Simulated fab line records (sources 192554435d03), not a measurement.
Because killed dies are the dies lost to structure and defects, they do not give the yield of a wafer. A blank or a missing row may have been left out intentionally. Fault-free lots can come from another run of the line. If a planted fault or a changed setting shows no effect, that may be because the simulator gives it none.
fab line records    flow n5-finfet
[record] lots = 11  wafers = 30  last-day = 18
route steps=1938 shown BEOL_M6@1232 BEOL_M7@1266
lots with no fault: from the same line, run without faults
start-h: hours from the record's first day to the start of the lot's first wafer shown    wait-h: hours from the lot's prior step to this one    " as in the row above    L1.1+2: a row that stands for several wafers    - no value, or no start was given    * or withheld: withheld    < > ~ a bound
route shown NAME@n: a module of which the file shows steps, and the number in the route of the first    usual: the fault-free wafers' mean and standard deviation    same: alike in all rows    chamber/n: place in a boat    sites: the reading at each site    _std_site: the values' standard deviation    _edge_site: mean of outer sites minus mean of inner sites    radius-mm: for every site, how far away it sits from the centre of the wafer    mask NAME#n: copy n    behind: the last tool/chamber to shape the wafer    hold: cause of the lot's hold/its duration in hours/its outcome    device: whichever transistor did not switch (one of n, p or np)    end of line: at the end of the route, the tests of the same wafers    a step given without rows: its recipe and nothing more    killed: dies lost to structure and defects at the first sort, not the wafer's yield    map: dies across one wafer; x = killed, . = not, _ = none there
set.NAME: the run value of the setting; set.NAME@STEP: its run value at that earlier step    model.NAME: the simulator's own value behind a step, which no gauge read
a sample of lots followed through the steps of the route, with each step as a table and each wafer as a row
services: the hour from which a tool's chamber was out of use, counted from the record's first day as start-h (under 0 if before that day), plus the number of hours and why
[[steps]]
[step N5_BEOL_M6_ETCH_65]
[recipe] chemistry = CF4  target = SiARC  target-depth-a = 156  mask-material = CAR-EUV  time-s = 26  ion-energy-ev = 80  pressure-mtorr = 40  source-w = 545  bias-w = 36  Ar_flow_sccm = 100  cf4-flow-sccm = 100  ends = cleared
[usual] drypump-motor-current-A = 5.7/0.48  etch-rf-on-time-s = 25.8/0.65  oes-product-au = 0.70/0.073  rf-fwd-power-W = 533.4/2.2  rf-vpp-V = 183.5/0.87  showerhead-plenum-p-Torr = 2.10/0.041  throttle-valve-pct = 15.56/0.25
lot.wafer  tool         chamber  start-h  wait-h  drypump-motor-current-A  etch-rf-on-time-s  oes-product-au  rf-fwd-power-W  rf-hours-counter-h  rf-vpp-V  showerhead-plenum-p-Torr  throttle-valve-pct
L553.3     rie-diel-01  2        220.44   0.0     5.8                      27.2               0.73            536.1           40                  184.1     2.10                      15.56
L553.4     "            3        "        "       6.1                      25.6               0.71            535.5           89                  181.4     2.07                      15.18
L553.5     "            3        "        "       6.1                      25.7               0.70            536.7           -                   183.1     2.07                      15.18
L555.1     rie-diel-06  2        223.40   0.0     4.9                      25.2               0.77            531.1           54                  184.2     2.16                      15.66
L555.2     "            0        "        "       5.8                      26.0               0.66            536.7           130                 183.1     2.07                      15.38
L555.5     "            0        "        "       5.7                      25.6               0.67            533.3           -                   182.3     2.07                      15.37
L554.3     rie-diel-01  1        224.08   0.0     6.3                      25.7               0.80            533.3           12                  184.2     2.09                      15.33
L554.4     "            2        "        "       5.8                      26.8               0.73            531.1           42                  183.9     2.10                      15.58
L554.6     "            2        "        "       5.8                      26.6               0.73            533.3           -                   184.3     2.10                      15.57
L559.4     rie-diel-06  2        239.37   0.0     4.9                      25.3               0.75            533.1           60                  183.4     2.16                      15.66
L559.5     "            1        "        "       5.8                      24.9               0.59            531.7           -                   184.5     2.12                      15.89
L562.3     rie-diel-01  3        266.91   0.0     6.1                      25.7               0.68            538.5           106                 184.3     2.07                      15.20
L562.5     "            1        "        "       6.3                      26.0               0.76            534.4           -                   183.4     2.09                      15.35
L562.6     "            0        "        "       4.8                      24.8               0.83            532.5           -                   183.4     2.12                      15.69
L567.2     rie-diel-03  3        299.24   0.0     5.8                      26.2               0.64            530.4           137                 183.6     2.14                      15.73
L567.3     "            0        "        "       5.2                      25.8               0.59            529.0           227                 183.7     2.03                      15.64
L569.1     rie-diel-01  3        301.45   0.0     6.1                      25.4               0.68            537.2           118                 182.0     2.06                      15.24
L569.2     "            2        "        "       5.8                      27.1               0.69            537.2           71                  182.0     2.09                      15.65
L569.6     "            2        "        "       5.8                      27.3               0.69            533.0           -                   183.4     2.09                      15.62
L570.1     rie-diel-06  1        315.39   0.0     5.8                      25.4               0.80            533.8           8                   184.4     2.11                      15.48
L570.5     "            0        "        "       5.8                      26.0               0.63            533.0           -                   182.5     2.05                      15.47
L571.2     rie-diel-06  0        318.15   0.0     5.8                      25.7               0.64            538.0           168                 182.8     2.05                      15.47
L571.4     "            3        "        "       6.0                      25.4               0.78            534.8           23                  183.2     2.10                      15.55
L571.6     "            2        "        "       4.9                      25.3               0.72            532.0           -                   184.7     2.14                      15.73
L576.2     rie-diel-01  0        342.36   0.0     4.8                      24.9               0.76            534.7           29                  184.2     2.11                      15.73
L576.3     "            1        "        "       6.3                      26.3               0.73            529.5           56                  183.4     2.08                      15.39
L576.6     "            0        "        "       4.9                      25.1               0.76            532.7           -                   182.2     2.12                      15.75
L575.1     rie-diel-01  0        342.88   0.0     4.8                      24.8               0.76            531.9           29                  183.1     2.12                      15.73
L575.3     "            2        "        "       5.8                      27.3               0.68            532.9           86                  182.8     2.08                      15.67
L575.5     "            2        "        "       5.8                      27.2               0.68            533.1           -                   184.1     2.08                      15.68
[step N5_BEOL_M6_TRENCH_ETCH_37]
[recipe] chemistry = C4F6/O2  target-depth-a = 944.35  target = SiCOH_lowk  time-s = 31.5  ion-energy-ev = 250  pressure-mtorr = 30  source-w = 345  bias-w = 185  Ar_flow_sccm = 300  C4F6_flow_sccm = 10  O2_flow_sccm = 10
[usual] C4F6_flow_sccm = 10.000/0.028  drypump-motor-current-A = 5.7/0.48  oes-product-au = 0.82/0.086  rf-fwd-power-W = 341.4/1.4  rf-vpp-V = 665/12  showerhead-plenum-p-Torr = 2.80/0.055  throttle-valve-pct = 20.91/0.25
lot.wafer  tool         chamber  start-h  wait-h  C4F6_flow_sccm  drypump-motor-current-A  oes-product-au  rf-fwd-power-W  rf-hours-counter-h  rf-vpp-V  showerhead-plenum-p-Torr  throttle-valve-pct
L553.3     rie-diel-01  2        -        -       10.000          5.8                      0.85            342.2           41                  666       2.78                      20.97
L553.4     "            3        "        "       9.990           6.1                      0.82            343.6           89                  658       2.76                      20.54
L553.5     "            3        "        "       9.984           6.1                      0.83            342.6           -                   656       2.76                      20.54
L555.1     rie-diel-06  2        -        -       10.020          4.9                      0.89            341.0           54                  691       2.88                      21.06
L555.2     "            0        "        "       9.983           5.7                      0.78            342.6           130                 657       2.76                      20.72
L555.5     "            0        "        "       10.008          5.8                      0.77            340.5           -                   659       2.75                      20.71
L554.3     rie-diel-01  1        -        -       9.988           6.3                      0.92            340.2           12                  649       2.79                      20.74
L554.4     "            2        "        "       10.003          5.8                      0.86            340.9           42                  666       2.78                      20.96
L554.6     "            2        "        "       9.990           5.8                      0.86            341.0           -                   666       2.78                      20.97
L559.4     rie-diel-06  2        -        -       9.988           4.9                      0.88            341.1           60                  689       2.88                      21.07
L559.5     "            1        "        "       9.983           5.8                      0.69            341.4           -                   675       2.80                      21.09
L562.3     rie-diel-01  3        -        -       10.060          6.1                      0.80            341.7           106                 657       2.76                      20.57
L562.5     "            1        "        "       10.014          6.3                      0.89            342.3           -                   648       2.78                      20.76
L562.6     "            0        "        "       10.017          4.8                      0.96            341.1           -                   670       2.82                      21.15
L567.2     rie-diel-03  3        -        -       10.044          5.8                      0.75            339.2           137                 639       2.86                      21.16
L567.3     "            0        "        "       9.985           5.2                      0.69            339.5           227                 674       2.71                      20.98
L569.1     rie-diel-01  3        -        -       9.980           6.1                      0.78            340.9           118                 657       2.75                      20.57
L569.2     "            2        "        "       10.005          5.8                      0.82            340.9           72                  666       2.77                      21.00
L569.6     "            2        "        "       9.982           5.8                      0.82            341.7           -                   665       2.77                      21.02
L570.1     rie-diel-06  1        -        -       9.958           5.8                      0.93            342.6           8                   674       2.79                      20.80
L570.5     "            0        "        "       9.987           5.7                      0.74            340.7           -                   658       2.74                      20.77
L571.2     rie-diel-06  0        -        -       10.022          5.7                      0.74            341.3           169                 658       2.74                      20.76
L571.4     "            3        "        "       9.998           6.0                      0.91            341.9           23                  662       2.79                      20.89
L571.6     "            2        "        "       10.000          4.9                      0.85            340.4           -                   688       2.86                      21.09
L576.2     rie-diel-01  0        -        -       10.030          4.8                      0.88            341.9           29                  669       2.81                      21.20
L576.3     "            1        "        "       10.028          6.4                      0.83            340.7           56                  647       2.77                      20.78
L576.6     "            0        "        "       9.995           4.8                      0.88            341.7           -                   669       2.81                      21.19
L575.1     rie-diel-01  0        -        -       9.982           4.9                      0.89            342.4           29                  670       2.81                      21.18
L575.3     "            2        "        "       10.008          5.8                      0.80            342.0           86                  665       2.76                      21.03
L575.5     "            2        "        "       10.004          5.8                      0.80            341.8           -                   664       2.76                      21.04
[step N5_BEOL_M6_DEGAS_44]
[recipe] ambient = vacuum  temp-c = 250  time-s = 60
[usual] heater-power-w = 335/37
lot.wafer  tool            chamber  start-h  wait-h  heater-power-w
L553.3     pvd-sputter-01  -        221.41   0.2     391
L553.4     "               -        "        "       313
L553.5     "               -        "        "       312
L555.1     pvd-sputter-01  -        224.43   0.4     384
L555.2     "               -        "        "       265
L555.5     "               -        "        "       309
L554.3     pvd-sputter-01  -        224.99   0.2     268
L554.4     "               -        "        "       317
L554.6     "               -        "        "       262
L559.4     pvd-sputter-03  -        241.83   0.5     391
L559.5     "               -        "        "       315
L562.3     pvd-sputter-01  -        268.49   0.4     319
L562.5     "               -        "        "       382
L562.6     "               -        "        "       265
L567.2     pvd-sputter-03  -        300.25   0.3     372
L567.3     "               -        "        "       339
L569.1     pvd-sputter-01  -        303.96   1.9     319
L569.2     "               -        "        "       264
L569.6     "               -        "        "       318
L570.1     pvd-sputter-02  -        316.53   0.5     337
L570.5     "               -        "        "       326
L571.2     pvd-sputter-03  -        319.56   0.6     368
L571.4     "               -        "        "       332
L571.6     "               -        "        "       374
L576.2     pvd-sputter-03  -        343.36   0.3     333
L576.3     "               -        "        "       377
L576.6     "               -        "        "       330
L575.1     pvd-sputter-02  -        343.77   0.3     337
L575.3     "               -        "        "       302
L575.5     "               -        "        "       305
[step N5_BEOL_M7_PECVD_70]
[recipe] material = SiO2  target-thk-a = 200  temp-c = 400  precursor = TEOS/O2  pressure-torr = 5.5  rf-w = 450  teos-flow-sccm = 53.8  gas = O2  flow-sccm = 3000  time-s = 22.7
[usual] heater-power-w = 737/110  rf-fwd-power-W = 444.5/2.1  showerhead-plenum-p-Torr = 8.77/0.074  susceptor-temp-C = 400.02/0.2  throttle-valve-pct = 22.2/0.65
lot.wafer  tool      chamber  start-h  wait-h  heater-power-w  rf-fwd-power-W  showerhead-plenum-p-Torr  susceptor-temp-C  throttle-valve-pct
L553.3     pecvd-01  0        225.50   0.1     671             444.9           8.64                      400.05            22.5
L553.4     "         1        "        "       672             447.0           8.77                      400.39            23.1
L553.5     "         1        "        "       688             448.0           8.76                      400.10            23.7
L555.1     pecvd-02  0        228.73   0.0     689             442.2           8.78                      400.14            22.2
L555.2     "         1        "        "       725             444.9           8.77                      400.11            22.9
L555.5     "         2        "        "       668             448.5           8.84                      399.95            21.6
L554.3     pecvd-04  2        230.71   0.0     706             443.8           8.81                      399.54            21.4
L554.4     "         1        "        "       805             442.2           8.67                      400.03            21.3
L554.6     "         0        "        "       904             445.3           8.88                      400.18            22.6
L559.4     pecvd-04  2        246.16   0.1     680             442.6           8.82                      399.91            21.6
L559.5     "         1        "        "       810             441.2           8.69                      399.82            21.4
L562.3     pecvd-04  2        273.02   0.0     746             446.1           8.83                      400.07            21.6
L562.5     "         2        "        "       754             446.5           8.83                      400.41            21.7
L562.6     "         0        "        "       977             444.7           8.89                      410.83            22.7
L567.2     pecvd-02  0        303.36   0.0     691             442.6           8.81                      399.94            22.5
L567.3     "         1        "        "       832             443.4           8.73                      399.81            22.9
L569.1     pecvd-02  0        306.23   0.0     578             443.4           8.81                      400.22            22.2
L569.2     "         1        "        "       738             445.4           8.76                      399.88            22.3
L569.6     "         1        "        "       725             445.6           8.74                      400.02            22.8
L570.1     pecvd-01  2        319.11   0.0     586             443.8           8.72                      400.24            21.1
L570.5     "         0        "        "       617             446.8           8.68                      399.82            22.3
L571.2     pecvd-02  0        321.90   0.0     667             444.9           8.77                      399.63            22.1
L571.4     "         1        "        "       835             444.5           8.76                      399.83            22.8
L571.6     "         0        "        "       692             443.1           8.83                      399.80            22.3
L576.2     pecvd-02  0        345.66   0.0     663             442.2           8.81                      400.02            22.3
L576.3     "         2        "        "       658             447.2           8.82                      400.08            22.5
L576.6     "         1        "        "       805             444.9           8.75                      399.98            22.9
L575.1     pecvd-02  2        346.33   0.0     621             449.4           8.84                      399.80            22.2
L575.3     "         1        "        "       796             446.4           8.76                      399.75            23.0
L575.5     "         0        "        "       582             440.6           8.82                      400.01            22.3
[[services]]
tool            chamber  start-h  hours  kind
rie-diel-03     2        201.74   28.7   repair
pecvd-01        2        202.43   -      clean
pecvd-01        2        202.43   -      consumable-replace:showerhead
pvd-sputter-02  -        207.13   4.6    repair
pecvd-02        -        213.43   0.8    repair
rie-diel-06     1        214.36   13.2   repair
rie-diel-03     -        219.88   28.1   pm
rie-diel-01     0        238.87   -      clean
rie-diel-01     0        238.87   -      consumable-replace:focus-ring
rie-diel-01     0        238.87   17.9   scheduled-down
rie-diel-01     0        238.87   17.9   vent-cycle
pvd-sputter-03  -        239.40   1.2    repair
rie-diel-06     3        242.28   -      clean
rie-diel-06     3        242.28   -      consumable-replace:focus-ring
rie-diel-06     3        242.28   19.6   scheduled-down
rie-diel-06     3        242.28   19.6   vent-cycle
rie-diel-06     1        282.21   -      clean
rie-diel-06     1        282.21   -      consumable-replace:focus-ring
rie-diel-06     1        282.21   13.8   scheduled-down
rie-diel-06     1        282.21   13.8   vent-cycle
pecvd-02        1        295.80   5.9    repair
rie-diel-01     2        306.55   1.8    repair
pecvd-04        0        308.86   2.1    scheduled-down
rie-diel-01     -        317.64   2.8    pm
[[key]]
[first-sign] step = N5_BEOL_M7_PECVD_70  reading = susceptor-temp-C  direction = up  sigmas = 54  usual = *  struck = *
effect none on later readings
met-at N5_BEOL_M7_PECVD_70
struck-lots L562
struck-wafers L562.6
not-acting-at N5_BEOL_M6_ETCH_65,N5_BEOL_M6_TRENCH_ETCH_37,N5_BEOL_M6_DEGAS_44
onset-between 230.71 273.02
[fault] kind = process-parameter-drift  tool = pecvd-04  chamber = 0  onset-h = 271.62  steps = N5_BEOL_M7_PECVD_70  channel = temp-c  offset = *  shape = step  end-h = 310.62  acts-in = *  stated = *
